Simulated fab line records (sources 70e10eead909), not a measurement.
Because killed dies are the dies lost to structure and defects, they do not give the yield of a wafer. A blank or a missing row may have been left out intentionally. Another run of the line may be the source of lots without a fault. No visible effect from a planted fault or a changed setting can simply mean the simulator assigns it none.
Which tool was responsible? | flow nandHarc | Sampling: 24 lots, 72 wafers, 6 of 1302 route steps

WHAT THE GAUGES SHOWED, per wafer
Not one reading of a measure or inspect step in the record can be checked against a usual standard deviation.

TOOL THAT RAN EACH LOT (tool first, then ch and the chambers of the sampled wafers, then the start)
lot  | NHARC_A_CONTACT_ETCH_76                      | NHARC_A_CONTACT_ETCH_131           | NHARC_A_CONTACT_ETCH_89                      | NHARC_A_CONTACT_ETCH_134           | NHARC_A_CONTACT_ETCH_135           | NHARC_A_CONTACT_ETCH_139
L075 | rieDiel-05 ch 0,2,3, day 22 09:27 or earlier | harCapEtch-03 ch 0,1, day 22 09:27 | rieDiel-04 ch 1,2,3, day 22 15:24 or earlier | harCapEtch-03 ch 0,1, day 22 15:24 | harCapEtch-03 ch 0,1, day 22 15:36 | harCapEtch-03 ch 0,1, day 22 16:41
L074 | rieDiel-04 ch 0,2, day 22 11:33 or earlier   | harCapEtch-02 ch 0,1, day 22 11:33 | rieDiel-05 ch 0,1,3, day 22 19:21 or earlier | harCapEtch-02 ch 0,1, day 22 19:21 | harCapEtch-02 ch 0,1, day 22 19:34 | harCapEtch-02 ch 0,1, day 22 20:38
L077 | rieDiel-05 ch 0,1,2, day 23 08:23 or earlier | harCapEtch-01 ch 0,1, day 23 08:23 | rieDiel-04 ch 0,1,2, day 23 19:24 or earlier | harCapEtch-02 ch 0,1, day 23 19:24 | harCapEtch-02 ch 0,1, day 23 19:37 | harCapEtch-02 ch 0,1, day 23 20:42
L076 | rieDiel-02 ch 1,2,3, day 23 08:40 or earlier | harCapEtch-03 ch 0,1, day 23 08:40 | rieDiel-04 ch 0,2,3, day 23 18:40 or earlier | harCapEtch-03 ch 0,1, day 23 18:40 | harCapEtch-03 ch 0,1, day 23 18:52 | harCapEtch-03 ch 0,1, day 23 19:57
L078 | rieDiel-04 ch 0,1,3, day 23 19:01 or earlier | harCapEtch-01 ch 0,1, day 23 19:01 | rieDiel-04 ch 0,1, day 24 01:19 or earlier   | harCapEtch-03 ch 0,1, day 24 01:19 | harCapEtch-03 ch 0,1, day 24 01:32 | harCapEtch-03 ch 0,1, day 24 02:37
L080 | rieDiel-02 ch 0,1, day 23 23:31 or earlier   | harCapEtch-01 ch 0,1, day 23 23:31 | rieDiel-04 ch 1,2, day 24 05:31 or earlier   | harCapEtch-02 ch 0,1, day 24 05:31 | harCapEtch-02 ch 0,1, day 24 05:43 | harCapEtch-02 ch 0,1, day 24 06:48
L079 | rieDiel-02 ch 0,1,2, day 25 03:43 or earlier | harCapEtch-02 ch 0,1, day 25 03:43 | rieDiel-02 ch 0,3, day 25 14:10 or earlier   | harCapEtch-01 ch 0,1, day 25 14:10 | harCapEtch-01 ch 0,1, day 25 14:27 | harCapEtch-01 ch 0,1, day 25 15:54
L084 | rieDiel-02 ch 0,1, day 25 13:31 or earlier   | harCapEtch-02 ch 0,1, day 25 13:31 | rieDiel-04 ch 2,3, day 25 22:31 or earlier   | harCapEtch-03 ch 0,1, day 25 22:31 | harCapEtch-03 ch 0,1, day 25 22:44 | harCapEtch-03 ch 0,1, day 25 23:50
L081 | rieDiel-04 ch 0,1,2, day 25 21:58 or earlier | harCapEtch-02 ch 0,1, day 25 21:58 | rieDiel-05 ch 0,2,3, day 26 06:09 or earlier | harCapEtch-03 ch 0,1, day 26 06:09 | harCapEtch-03 ch 0,1, day 26 06:21 | harCapEtch-03 ch 0,1, day 26 07:25
L082 | rieDiel-04 ch 0,1,3, day 25 22:40 or earlier | harCapEtch-01 ch 0,1, day 25 22:40 | rieDiel-02 ch 1,2, day 26 08:13 or earlier   | harCapEtch-02 ch 0,1, day 26 08:13 | harCapEtch-02 ch 0,1, day 26 08:25 | harCapEtch-02 ch 0,1, day 26 09:31
L083 | rieDiel-02 ch 0,1,2, day 26 05:07 or earlier | harCapEtch-01 ch 0, day 26 05:07   | rieDiel-02 ch 1,2,3, day 26 12:49 or earlier | harCapEtch-03 ch 0,1, day 26 12:49 | harCapEtch-03 ch 0,1, day 26 13:01 | harCapEtch-03 ch 0,1, day 26 14:07
L086 | rieDiel-04 ch 0,3, day 26 16:53 or earlier   | harCapEtch-01 ch 0,1, day 26 16:53 | rieDiel-04 ch 0,2, day 27 04:43 or earlier   | harCapEtch-03 ch 0,1, day 27 04:43 | harCapEtch-03 ch 0,1, day 27 04:59 | harCapEtch-03 ch 0,1, day 27 06:26
L085 | rieDiel-04 ch 0,2,3, day 27 00:54 or earlier | harCapEtch-02 ch 0,1, day 27 00:54 | rieDiel-02 ch 0,1,3, day 27 10:11 or earlier | harCapEtch-03 ch 0,1, day 27 10:11 | harCapEtch-03 ch 0,1, day 27 10:23 | harCapEtch-03 ch 0,1, day 27 11:28
L088 | rieDiel-04 ch 0,1,2, day 27 16:28 or earlier | harCapEtch-01 ch 0,1, day 27 16:28 | rieDiel-05 ch 0,2,3, day 27 23:45 or earlier | harCapEtch-01 ch 0,1, day 27 23:45 | harCapEtch-01 ch 0,1, day 27 23:57 | harCapEtch-01 ch 0,1, day 28 01:03
L087 | rieDiel-04 ch 0,3, day 27 20:06 or earlier   | harCapEtch-02 ch 0,1, day 27 20:06 | rieDiel-04 ch 2,3, day 28 02:04 or earlier   | harCapEtch-02 ch 0,1, day 28 02:04 | harCapEtch-02 ch 0,1, day 28 02:16 | harCapEtch-02 ch 0,1, day 28 03:21
L089 | rieDiel-05 ch 0,1,3, day 28 13:34 or earlier | harCapEtch-01 ch 0,1, day 28 13:34 | rieDiel-04 ch 1,2,3, day 28 20:11 or earlier | harCapEtch-01 ch 0,1, day 28 20:11 | harCapEtch-01 ch 0,1, day 28 20:25 | harCapEtch-01 ch 0,1, day 28 21:30
L091 | rieDiel-04 ch 0,2,3, day 28 20:08 or earlier | harCapEtch-03 ch 0,1, day 28 20:08 | rieDiel-05 ch 0,3, day 29 04:22 or earlier   | harCapEtch-01 ch 0,1, day 29 04:22 | harCapEtch-01 ch 0,1, day 29 04:34 | harCapEtch-01 ch 0,1, day 29 05:40
L092 | rieDiel-02 ch 0,3, day 28 20:46 or earlier   | harCapEtch-02 ch 0,1, day 28 20:46 | rieDiel-04 ch 1,2,3, day 29 06:04 or earlier | harCapEtch-03 ch 0,1, day 29 06:04 | harCapEtch-03 ch 0,1, day 29 06:17 | harCapEtch-03 ch 0,1, day 29 07:22
L090 | rieDiel-05 ch 0,2, day 28 22:14 or earlier   | harCapEtch-03 ch 0,1, day 28 22:14 | rieDiel-04 ch 1,2,3, day 29 07:49 or earlier | harCapEtch-01 ch 0,1, day 29 07:49 | harCapEtch-01 ch 0,1, day 29 08:02 | harCapEtch-01 ch 0,1, day 29 09:08
L093 | rieDiel-04 ch 2,3, day 29 15:04 or earlier   | harCapEtch-02 ch 0,1, day 29 15:04 | rieDiel-04 ch 1,2,3, day 29 21:59 or earlier | harCapEtch-03 ch 0,1, day 29 21:59 | harCapEtch-03 ch 0,1, day 29 22:11 | harCapEtch-03 ch 0,1, day 29 23:16
L094 | rieDiel-02 ch 0,2,3, day 30 19:34 or earlier | harCapEtch-03 ch 0,1, day 30 19:34 | rieDiel-04 ch 0,1,3, day 31 03:23 or earlier | harCapEtch-03 ch 0,1, day 31 03:23 | harCapEtch-03 ch 0,1, day 31 03:35 | harCapEtch-03 ch 0,1, day 31 04:40
L096 | rieDiel-02 ch 1,2,3, day 31 03:14 or earlier | harCapEtch-02 ch 0,1, day 31 03:14 | rieDiel-04 ch 0,1, day 31 09:24 or earlier   | harCapEtch-02 ch 0,1, day 31 09:24 | harCapEtch-02 ch 0,1, day 31 09:38 | harCapEtch-02 ch 0,1, day 31 10:43
L095 | rieDiel-04 ch 1,2,3, day 31 12:45 or earlier | harCapEtch-01 ch 0,1, day 31 12:45 | rieDiel-04 ch 0,2,3, day 31 18:43 or earlier | harCapEtch-01 ch 0,1, day 31 18:43 | harCapEtch-01 ch 0,1, day 31 18:55 | harCapEtch-01 ch 0,1, day 31 20:00
L097 | rieDiel-05 ch 0,3, day 32 01:11 or earlier   | harCapEtch-03 ch 0,1, day 32 01:11 | rieDiel-04 ch 1,2,3, day 32 12:45 or earlier | harCapEtch-01 ch 0,1, day 32 12:45 | harCapEtch-01 ch 0,1, day 32 12:56 | harCapEtch-01 ch 0,1, day 32 14:02
- NHARC_A_CONTACT_ETCH_76: etches the open film in N2/H2, target depth 260 nm, time 475.3 s.
- NHARC_A_CONTACT_ETCH_131: etches the open film in C4F8/O2/Ar, time 197 s, target depth 1918 nm.
- NHARC_A_CONTACT_ETCH_89: etches the open film in N2/H2, target depth 260 nm, time 475.3 s.
- NHARC_A_CONTACT_ETCH_134: etches the open film in C4F8/O2/Ar, time 140 s, target depth 700 nm.
- NHARC_A_CONTACT_ETCH_135: etches the open film in C4F8/O2/Ar, time 311 s, target depth 1912 nm.
- NHARC_A_CONTACT_ETCH_139: etches the open film in C4F8/O2/Ar, time 195 s, target depth 840 nm.

WHAT THE TOOLS THEMSELVES READ (means of the sampled wafers that have a number; where no wafer has one, the mark that the record gives instead)
NHARC_A_CONTACT_ETCH_76. Usual: drypumpMotorCurrentA 5.80 A, standard deviation 0.28; oesProductAu 1.003 a.u., standard deviation 0.0096; rfVppV 431 V, standard deviation 3.2; showerheadPlenumPTorr 2.06 Torr, standard deviation 0.11; throttleValvePct 14.171 %, standard deviation 0.0093.
lot  | tool       | drypumpMotorCurrentA (A) | oesProductAu (a.u.) | rfVppV (V) | showerheadPlenumPTorr (Torr) | throttleValvePct (%) | flag
L075 | rieDiel-05 | 5.95                     | 1.003               | 431        | 2.05                         | 14.180               | 
L074 | rieDiel-04 | 5.69                     | 0.997               | 434        | 2.16                         | 14.167               | 
L077 | rieDiel-05 | 5.98                     | 1.009               | 429        | 1.99                         | 14.173               | 
L076 | rieDiel-02 | 5.65                     | 0.993               | 430        | 2.01                         | 14.173               | 
L078 | rieDiel-04 | 5.74                     | 1.010               | 432        | 2.10                         | 14.176               | 
L080 | rieDiel-02 | 6.05                     | 0.994               | 428        | 1.94                         | 14.169               | 
L079 | rieDiel-02 | 5.75                     | 0.995               | 427        | 1.91                         | 14.176               | 
L084 | rieDiel-02 | 6.12                     | 1.007               | 427        | 1.92                         | 14.168               | 
L081 | rieDiel-04 | 5.63                     | 1.002               | 434        | 2.15                         | 14.173               | 
L082 | rieDiel-04 | 5.73                     | 1.003               | 432        | 2.10                         | 14.161               | 
L083 | rieDiel-02 | 5.75                     | 1.014               | 430        | 2.02                         | 14.172               | 
L086 | rieDiel-04 | 5.89                     | 0.999               | 431        | 2.05                         | 14.163               | 
L085 | rieDiel-04 | 5.77                     | 0.988               | 431        | 2.10                         | 14.164               | 
L088 | rieDiel-04 | 5.65                     | 1.007               | 433        | 2.15                         | 14.177               | 
L087 | rieDiel-04 | 5.87                     | 0.989               | 431        | 2.05                         | 14.176               | 
L089 | rieDiel-05 | 5.90                     | 1.006               | 427        | 1.95                         | 14.173               | 
L091 | rieDiel-04 | 5.77                     | 1.002               | 432        | 2.10                         | 14.164               | 
L092 | rieDiel-02 | 6.12                     | 1.009               | 430        | 1.98                         | 14.174               | 
L090 | rieDiel-05 | 6.02                     | 1.006               | 432        | 2.07                         | 14.165               | 
L093 | rieDiel-04 | 5.72                     | 0.999               | 432        | 2.11                         | 14.172               | 
L094 | rieDiel-02 | 5.77                     | 1.006               | 432        | 2.08                         | 14.172               | 
L096 | rieDiel-02 | 5.64                     | 1.008               | 432        | 2.10                         | 14.167               | 
L095 | rieDiel-04 | 5.68                     | 1.007               | 431        | 2.10                         | 14.172               | 
L097 | rieDiel-05 | 5.85                     | 1.006               | 429        | 2.00                         | 14.175               | 

NHARC_A_CONTACT_ETCH_89. Usual: drypumpMotorCurrentA 5.78 A, standard deviation 0.23; oesProductAu 1.001 a.u., standard deviation 0.0083; rfVppV 431.6 V, standard deviation 2.9; showerheadPlenumPTorr 2.08 Torr, standard deviation 0.1; throttleValvePct 14.173 %, standard deviation 0.0092.
lot  | tool       | drypumpMotorCurrentA (A) | oesProductAu (a.u.) | rfVppV (V) | showerheadPlenumPTorr (Torr) | throttleValvePct (%) | flag
L075 | rieDiel-04 | 5.69                     | 0.993               | 432.1      | 2.11                         | 14.172               | 
L074 | rieDiel-05 | 5.91                     | 0.998               | 428.1      | 1.97                         | 14.162               | 
L077 | rieDiel-04 | 5.65                     | 0.998               | 434.2      | 2.15                         | 14.177               | 
L076 | rieDiel-04 | 5.79                     | 1.003               | 431.9      | 2.10                         | 14.173               | 
L078 | rieDiel-04 | 5.71                     | 1.002               | 432.4      | 2.14                         | 14.163               | 
L080 | rieDiel-04 | 5.58                     | 1.003               | 433.8      | 2.16                         | 14.174               | 
L079 | rieDiel-02 | 6.09                     | 1.019               | 430.0      | 1.99                         | 14.177               | 
L084 | rieDiel-04 | 5.83                     | 0.991               | 430.5      | 2.06                         | 14.169               | 
L081 | rieDiel-05 | 5.93                     | 1.009               | 431.0      | 2.04                         | 14.170               | 
L082 | rieDiel-02 | 5.65                     | 1.008               | 431.0      | 2.04                         | 14.169               | 
L083 | rieDiel-02 | 5.65                     | 0.999               | 432.6      | 2.11                         | 14.172               | 
L086 | rieDiel-04 | 5.73                     | 0.996               | 434.3      | 2.15                         | 14.175               | 
L085 | rieDiel-02 | 6.02                     | 1.017               | 429.9      | 2.01                         | 14.173               | 
L088 | rieDiel-05 | 5.94                     | 0.999               | 429.8      | 2.04                         | 14.173               | 
L087 | rieDiel-04 | 5.73                     | 0.992               | 432.4      | 2.11                         | 14.177               | 
L089 | rieDiel-04 | 5.69                     | 1.002               | 432.5      | 2.10                         | 14.168               | 
L091 | rieDiel-05 | 5.85                     | 1.002               | 428.3      | 1.95                         | 14.172               | 
L092 | rieDiel-04 | 5.68                     | 0.996               | 432.3      | 2.10                         | 14.180               | 
L090 | rieDiel-04 | 5.68                     | 0.997               | 432.2      | 2.10                         | 14.167               | 
L093 | rieDiel-04 | 5.69                     | 0.996               | 432.0      | 2.10                         | 14.172               | 
L094 | rieDiel-04 | 5.74                     | 1.002               | 431.4      | 2.09                         | 14.174               | 
L096 | rieDiel-04 | 5.69                     | 0.997               | 433.3      | 2.14                         | 14.172               | 
L095 | rieDiel-04 | 5.77                     | 1.003               | 433.6      | 2.09                         | 14.165               | 
L097 | rieDiel-04 | 5.70                     | 1.004               | 432.2      | 2.10                         | 14.173               | 

THE ANSWER, worked out from the rows above alone
Rule: lot off if the mean of its wafers having a number is beyond 3 standard deviations from the usual mean. Also off: a lot with no number at a reading for which 4 or more lots have one. All remaining lots with rows at the step are treated as sound. First the gauges in route order, then the tools' own readings, where a lot's mean is used as printed above. At the first step where some lot is off, the reading lying furthest off is the one used; lots without a number count as furthest.
None of the lots is off at any reading shown; this tells nothing.

WHAT HAD BEEN PUT IN BY THE SIMULATOR
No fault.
